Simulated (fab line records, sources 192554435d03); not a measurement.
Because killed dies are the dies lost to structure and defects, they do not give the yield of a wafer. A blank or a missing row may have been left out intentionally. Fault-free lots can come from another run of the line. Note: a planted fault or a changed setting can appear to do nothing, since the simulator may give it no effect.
fab line records	flow n5-finfet	part 2 of 2: steps 5 to 6 of 6
[record] lots = 24	wafers = 72	last-day = 18
route steps=1938 shown BEOL_M9@1457 BEOL_M10@1486
lots untouched by any fault: they come from a run of this same line in which no faults occurred
start-h: start of the lot's first displayed wafer, in hours after the record's first day	wait-h: hours from the lot's prior step to this one	" the same as in the row above	L1.1+2: a single row standing in for several wafers	- value missing, or start not given	* or withheld: withheld	< > ~ a bound
route shown NAME@n: a module of which the file shows steps, and the number in the route of the first	usual: average and standard deviation across the fault-free wafers	same: alike in all rows	chamber/n: place in a boat	sites: the reading at each site	_std_site: standard deviation across them	_edge_site: the outer-site mean with the inner-site mean subtracted	radius-mm: for every site, how far away it sits from the centre of the wafer	mask NAME#n: copy n	behind: the last tool/chamber to shape the wafer	hold: the reason the lot was held/the length of the hold in hours/how it ended	device: the n, p or np transistor that did not switch	end of line: the tests these same wafers got at the end of their route	a step with no rows: only its recipe	killed: at the first sort, the dies lost to defects and structure; wafer yield is something else	map: shows each die of a wafer: x if killed, . if not, _ if none is there
set.NAME: setting as actually run; set.NAME@STEP: the setting as run at that earlier step	model.NAME: the simulator's own value behind a step, which no gauge read
one table for each step of the route and one row for each wafer, over a sample of lots
services: a tool's chamber out of use, with start hour (start-h, from the record's first day; less than 0 if before it), hours out, and reason
[[steps]]
[step N5_BEOL_M10_ETCH_41]
[recipe] chemistry = CH3F/O2	target = SiCN	target-depth-a = 426	taper-deg = 2	time-s = 86	ion-energy-ev = 120	mask-material = TiN	pressure-mtorr = 30	source-w = 395	bias-w = 75	Ar_flow_sccm = 150	CH3F_flow_sccm = 30	O2_flow_sccm = 20
[usual] drypump-motor-current-A = 5.7/0.42	oes-product-au = 0.83/0.069	rf-vpp-V = 297.5/1.5	showerhead-plenum-p-Torr = 2.00/0.067	throttle-valve-pct = 16.17/0.16
lot.wafer	tool	chamber	start-h	wait-h	drypump-motor-current-A	oes-product-au	rf-hours-counter-h	rf-vpp-V	showerhead-plenum-p-Torr	throttle-valve-pct
L075.1	rie-diel-05	1	-	-	5.6	0.84	61	296.2	1.94	16.29
L075.3	"	0	"	"	5.8	0.88	42	294.3	1.94	16.11
L075.5	"	0	"	"	5.7	0.87	-	296.2	1.94	16.12
L074.2	rie-diel-04	0	-	-	5.2	0.93	8	295.0	1.96	15.72
L074.3	"	3	"	"	6.5	0.70	216	298.9	2.05	16.36
L074.6	"	0	"	"	5.2	0.93	-	297.5	1.96	15.72
L076.2	rie-diel-05	1	-	-	5.6	0.83	63	296.3	1.94	16.28
L076.5	"	3	"	"	5.2	0.87	-	299.5	2.12	16.21
L076.6	"	1	"	"	5.6	0.83	-	295.0	1.94	16.28
L077.2	rie-diel-02	0	-	-	5.8	0.70	210	294.6	1.90	16.35
L077.3	"	1	"	"	5.2	0.82	75	297.9	2.02	16.18
L077.6	"	0	"	"	5.8	0.70	-	295.6	1.90	16.35
L078.2	rie-diel-05	3	-	-	5.2	0.85	57	298.4	2.12	16.22
L078.3	"	1	"	"	5.6	0.84	68	298.2	1.94	16.29
L078.6	"	0	"	"	5.8	0.87	-	296.2	1.94	16.13
L079.1	rie-diel-05	1	-	-	5.6	0.83	70	296.1	1.94	16.29
L079.2	"	0	"	"	5.8	0.87	52	295.8	1.94	16.15
L079.5	"	2	"	"	6.5	0.96	-	297.6	2.06	16.28
L080.1	rie-diel-02	3	-	-	5.7	0.86	43	296.6	2.03	15.96
L080.4	"	0	"	"	5.8	0.70	219	295.6	1.89	16.37
L080.5	"	2	"	"	6.2	0.78	-	298.8	2.08	16.09
L082.1	rie-diel-05	0	-	-	5.8	0.86	60	296.1	1.94	16.15
L082.2	"	2	"	"	6.5	0.95	13	297.1	2.06	16.30
L082.4	"	3	"	"	5.2	0.84	66	300.4	2.12	16.24
L081.3	rie-diel-02	2	-	-	6.2	0.78	108	299.1	2.08	16.08
L081.4	"	3	"	"	5.7	0.85	47	299.3	2.03	15.94
L081.6	"	2	"	"	6.2	0.78	-	299.8	2.08	16.08
L085.3	rie-diel-05	2	-	-	6.5	0.94	16	298.6	2.05	16.29
L085.5	"	3	"	"	5.2	0.84	-	300.5	2.12	16.25
L085.6	"	2	"	"	6.5	0.94	-	300.1	2.05	16.29
L083.1	rie-diel-04	0	-	-	5.2	0.87	31	296.2	1.95	15.75
L083.3	"	2	"	"	5.7	0.97	17	296.7	1.96	16.09
L083.5	"	3	"	"	6.5	0.69	-	298.9	2.04	16.41
L084.3	rie-diel-02	1	-	-	5.2	0.82	89	297.9	2.01	16.19
L084.4	"	2	"	"	6.2	0.77	112	299.2	2.08	16.09
L084.6	"	1	"	"	5.2	0.82	-	298.0	2.01	16.19
L087.3	rie-diel-04	1	-	-	5.4	0.83	85	298.3	2.02	16.18
L087.4	"	2	"	"	5.8	0.95	-	295.2	1.95	16.11
L087.5	"	0	"	"	5.2	0.86	-	297.0	1.95	15.76
L086.1	rie-diel-02	1	-	-	5.3	0.80	99	297.4	2.01	16.24
L086.3	"	0	"	"	5.8	0.69	235	294.4	1.89	16.39
L086.4	"	2	"	"	6.2	0.77	122	299.0	2.08	16.11
L088.1	rie-diel-02	3	-	-	5.7	0.83	60	299.5	2.03	15.97
L088.3	"	2	"	"	6.2	0.77	122	299.4	2.08	16.11
L088.4	"	1	"	"	5.3	0.81	99	297.4	2.01	16.22
L089.2	rie-diel-05	0	-	-	5.8	0.83	77	295.0	1.93	16.18
L089.4	"	3	"	"	5.2	0.83	83	299.7	2.11	16.27
L089.5	"	0	"	"	5.8	0.83	-	296.0	1.93	16.18
L093.2	rie-diel-05	1	-	-	5.6	0.80	97	296.9	1.93	16.35
L093.4	"	0	"	"	5.7	0.83	79	296.8	1.93	16.18
L093.6	"	2	"	"	6.5	0.90	-	297.3	2.05	16.33
L091.3	rie-diel-05	1	-	-	5.6	0.80	98	296.1	1.93	16.34
L091.5	"	0	"	"	5.8	0.83	-	294.3	1.93	16.20
L091.6	"	1	"	"	5.7	0.80	-	296.5	1.93	16.34
L090.1	rie-diel-02	2	-	-	6.2	0.75	129	299.2	2.08	16.12
L090.3	"	0	"	"	5.8	0.69	242	295.5	1.89	16.41
L090.5	"	1	"	"	5.3	0.80	-	296.7	2.01	16.24
L092.1	rie-diel-02	0	-	-	5.8	0.69	244	296.3	1.89	16.39
L092.2	"	3	"	"	5.7	0.82	70	298.8	2.02	15.99
L092.3	"	2	"	"	6.2	0.76	130	298.8	2.08	16.10
L095.1	rie-diel-02	3	-	-	5.7	0.82	76	298.1	2.02	16.02
L095.3	"	1	"	"	5.2	0.80	113	296.4	2.01	16.23
L095.6	"	2	"	"	6.2	0.75	-	298.0	2.07	16.14
L094.3	rie-diel-02	2	-	-	6.2	0.74	142	298.5	2.07	16.14
L094.5	"	1	"	"	5.2	0.78	-	296.9	2.00	16.28
L094.6	"	3	"	"	5.7	0.81	-	297.5	2.02	16.00
L097.1	rie-diel-04	0	-	-	5.2	0.82	68	295.9	1.94	15.81
L097.3	"	1	"	"	5.3	0.80	109	297.5	2.01	16.21
L097.6	"	0	"	"	5.2	0.83	-	295.4	1.94	15.81
L096.1	rie-diel-04	3	-	-	6.5	1.00	4	299.4	2.04	15.93
L096.4	"	1	"	"	5.4	0.80	112	297.2	2.01	16.24
L096.5	"	2	"	"	5.7	0.90	-	296.4	1.94	16.18
[step N5_BEOL_M10_STRIP_77]
[recipe] chemistry = N2/H2	time-s = 10	power-w = 450	temp-c = 40	pressure-mtorr = 20	rf-frequency-hz = 6e+07	bias-power-w = 7	n2-flow-sccm = 200	h2-flow-sccm = 200
[usual] drypump-motor-current-A = 5.7/0.42	oes-product-au = 0.83/0.071	rf-vpp-V = 59.2/0.84	showerhead-plenum-p-Torr = 2.55/0.087	throttle-valve-pct = 23.53/0.24
lot.wafer	tool	chamber	start-h	wait-h	drypump-motor-current-A	oes-product-au	rf-hours-counter-h	rf-vpp-V	showerhead-plenum-p-Torr	throttle-valve-pct
L075.1	rie-diel-05	1	-	-	5.6	0.83	61	58.9	2.47	23.81
L075.3	"	0	"	"	5.8	0.87	42	59.2	2.48	23.70
L075.5	"	0	"	"	5.8	0.88	-	59.9	2.48	23.70
L074.2	rie-diel-04	0	-	-	5.2	0.93	8	57.5	2.48	22.81
L074.3	"	3	"	"	6.5	0.71	216	59.3	2.61	23.74
L074.6	"	0	"	"	5.2	0.93	-	60.8	2.48	22.80
L076.2	rie-diel-05	1	-	-	5.7	0.82	63	58.5	2.47	23.79
L076.5	"	3	"	"	5.3	0.87	-	60.1	2.70	23.56
L076.6	"	1	"	"	5.6	0.83	-	60.4	2.47	23.79
L077.2	rie-diel-02	0	-	-	5.8	0.70	210	58.4	2.40	23.51
L077.3	"	1	"	"	5.2	0.83	75	58.2	2.58	23.54
L077.6	"	0	"	"	5.8	0.70	-	59.5	2.40	23.53
L078.2	rie-diel-05	3	-	-	5.2	0.86	57	60.2	2.70	23.58
L078.3	"	1	"	"	5.6	0.82	68	58.7	2.47	23.79
L078.6	"	0	"	"	5.8	0.87	-	59.6	2.48	23.73
L079.1	rie-diel-05	1	-	-	5.6	0.83	71	59.1	2.47	23.79
L079.2	"	0	"	"	5.8	0.87	52	58.7	2.48	23.72
L079.5	"	2	"	"	6.6	0.99	-	59.0	2.62	23.77
L080.1	rie-diel-02	3	-	-	5.7	0.86	44	58.5	2.58	23.43
L080.4	"	0	"	"	5.8	0.69	219	59.5	2.40	23.55
L080.5	"	2	"	"	6.1	0.78	-	59.1	2.65	23.29
L082.1	rie-diel-05	0	-	-	5.8	0.86	60	58.6	2.47	23.73
L082.2	"	2	"	"	6.5	0.95	13	58.7	2.62	23.79
L082.4	"	3	"	"	5.2	0.84	66	59.2	2.70	23.58
L081.3	rie-diel-02	2	-	-	6.2	0.78	108	57.6	2.65	23.30
L081.4	"	3	"	"	5.8	0.85	47	59.4	2.58	23.44
L081.6	"	2	"	"	6.2	0.78	-	59.9	2.65	23.30
L085.3	rie-diel-05	2	-	-	6.6	0.95	16	59.6	2.62	23.78
L085.5	"	3	"	"	5.2	0.84	-	59.3	2.70	23.61
L085.6	"	2	"	"	6.5	0.95	-	59.2	2.62	23.79
L083.1	rie-diel-04	0	-	-	5.2	0.87	31	59.9	2.47	22.85
L083.3	"	2	"	"	5.8	0.96	17	58.4	2.48	23.36
L083.5	"	3	"	"	6.5	0.69	-	57.7	2.60	23.77
L084.3	rie-diel-02	1	-	-	5.3	0.82	89	58.4	2.57	23.55
L084.4	"	2	"	"	6.2	0.78	112	60.8	2.65	23.29
L084.6	"	1	"	"	5.3	0.80	-	59.9	2.57	23.56
L087.3	rie-diel-04	1	-	-	5.4	0.81	85	59.7	2.57	23.48
L087.4	"	2	"	"	5.8	0.93	-	59.6	2.48	23.39
L087.5	"	0	"	"	5.2	0.85	-	59.7	2.46	22.84
L086.1	rie-diel-02	1	-	-	5.3	0.80	99	59.2	2.57	23.57
L086.3	"	0	"	"	5.8	0.68	235	57.2	2.39	23.56
L086.4	"	2	"	"	6.2	0.76	122	60.1	2.64	23.30
L088.1	rie-diel-02	3	-	-	5.7	0.84	60	59.0	2.57	23.44
L088.3	"	2	"	"	6.2	0.76	122	60.5	2.64	23.32
L088.4	"	1	"	"	5.2	0.81	99	58.9	2.57	23.57
L089.2	rie-diel-05	0	-	-	5.8	0.84	77	57.3	2.47	23.75
L089.4	"	3	"	"	5.2	0.82	83	60.6	2.69	23.60
L089.5	"	0	"	"	5.8	0.83	-	58.3	2.47	23.76
L093.2	rie-diel-05	1	-	-	5.7	0.80	97	56.9	2.46	23.82
L093.4	"	0	"	"	5.8	0.83	79	58.7	2.47	23.75
L093.6	"	2	"	"	6.5	0.92	-	60.0	2.61	23.81
L091.3	rie-diel-05	1	-	-	5.6	0.80	98	57.5	2.45	23.83
L091.5	"	0	"	"	5.8	0.83	-	59.6	2.47	23.77
L091.6	"	1	"	"	5.6	0.79	-	59.3	2.46	23.83
L090.1	rie-diel-02	2	-	-	6.2	0.76	129	60.0	2.64	23.31
L090.3	"	0	"	"	5.8	0.68	242	58.1	2.39	23.56
L090.5	"	1	"	"	5.3	0.80	-	59.1	2.57	23.56
L092.1	rie-diel-02	0	-	-	5.8	0.68	244	58.7	2.39	23.58
L092.2	"	3	"	"	5.7	0.83	70	60.3	2.57	23.47
L092.3	"	2	"	"	6.2	0.75	130	60.4	2.64	23.34
L095.1	rie-diel-02	3	-	-	5.7	0.82	76	59.4	2.57	23.46
L095.3	"	1	"	"	5.2	0.79	113	58.8	2.56	23.58
L095.6	"	2	"	"	6.2	0.76	-	58.8	2.64	23.31
L094.3	rie-diel-02	2	-	-	6.2	0.76	142	60.1	2.63	23.34
L094.5	"	1	"	"	5.2	0.79	-	59.8	2.56	23.59
L094.6	"	3	"	"	5.7	0.81	-	58.7	2.56	23.47
L097.1	rie-diel-04	0	-	-	5.2	0.83	68	60.2	2.45	22.88
L097.3	"	1	"	"	5.3	0.79	109	58.6	2.56	23.54
L097.6	"	0	"	"	5.2	0.83	-	58.8	2.45	22.89
L096.1	rie-diel-04	3	-	-	6.5	1.01	4	59.2	2.59	23.28
L096.4	"	1	"	"	5.3	0.79	112	60.1	2.56	23.53
L096.5	"	2	"	"	5.8	0.90	-	58.8	2.46	23.43
[[services]]
tool	chamber	start-h	hours	kind
rie-diel-05	2	206.62	-	clean
rie-diel-05	2	206.62	-	consumable-replace:focus-ring
rie-diel-05	2	206.62	23.4	scheduled-down
rie-diel-05	2	206.62	23.4	vent-cycle
rie-diel-04	0	212.51	4.9	repair
rie-diel-04	2	214.43	1.4	repair
rie-diel-04	2	217.64	-	clean
rie-diel-04	2	217.64	-	consumable-replace:focus-ring
rie-diel-04	2	217.64	18.5	scheduled-down
rie-diel-04	2	217.64	18.5	vent-cycle
rie-diel-04	3	302.35	11.0	repair
rie-diel-05	-	312.36	2.8	pm
pvd-sputter-01	-	336.32	11.7	repair
rie-diel-04	-	337.78	6.8	repair
rie-diel-02	-	344.64	0.3	repair
rie-diel-05	3	351.58	8.8	repair
rie-diel-02	0	354.63	-	clean
rie-diel-02	0	354.63	-	consumable-replace:focus-ring
rie-diel-02	0	354.63	-	consumable-replace:showerhead
rie-diel-02	0	354.63	22.2	scheduled-down
rie-diel-02	0	354.63	22.2	vent-cycle
pvd-sputter-02	-	357.05	3.6	repair
rie-diel-05	2	364.74	10.6	repair
pvd-sputter-03	-	367.80	5.5	repair
